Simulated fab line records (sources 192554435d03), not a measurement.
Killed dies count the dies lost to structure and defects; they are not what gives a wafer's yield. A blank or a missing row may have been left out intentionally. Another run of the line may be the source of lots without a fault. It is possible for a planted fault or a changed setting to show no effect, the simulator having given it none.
Matching of chambers    flow n5-finfet    N5_BEOL_M1_ALD_98 on ald-sin-02 has 4 sister chambers
The step deposits SiO2, target thk 2.5 nm, pulse time 1 s, co reactant pulse time 1 s. 4 wafers are shown with their chamber, then 8 later ones without.

WAFERS, EACH WITH ITS CHAMBER
wafer   chamber  heater-power-w (W)
L089.4  3        78
L090.6  2        73
L092.6  1        83
L093.3  0        75

WAFERS WITHOUT THEIR CHAMBER
wafer   heater-power-w (W)
L093.4  73
L093.5  76
L096.1  76
L096.2  75
L096.3  78
L096.4  84
L096.5  76
L096.6  77

WHICH CHAMBER EACH WENT THROUGH
wafer    from the rows above       in truth
L093.4   2                         2
L093.5   can't be placed: 0 or 3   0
L096.1   can't be placed: 0 or 3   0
L096.2   0                         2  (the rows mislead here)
L096.3   3                         3
L096.4   1                         1
L096.5   can't be placed: 0 or 3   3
L096.6   can't be placed: 3 or 0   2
Correctly placed: 3 of 8. Can't be placed from these rows: 4 (the true chamber is among the candidates in 3). Wrongly placed: 1.
How it was worked out, from the rows above alone: a wafer's distance from a chamber is the root of the sum, over the readings, of the square of ((its reading less the chamber's mean) divided by the reading's scatter). The wafer belongs to the nearest chamber; if the next one is less than 2 further off, it can't be placed. A chamber's mean is the mean of its shown wafers. The scatter (one wafer shown for each chamber): square how far every hidden wafer sits from the nearest shown wafer, average those squares and take the square root.
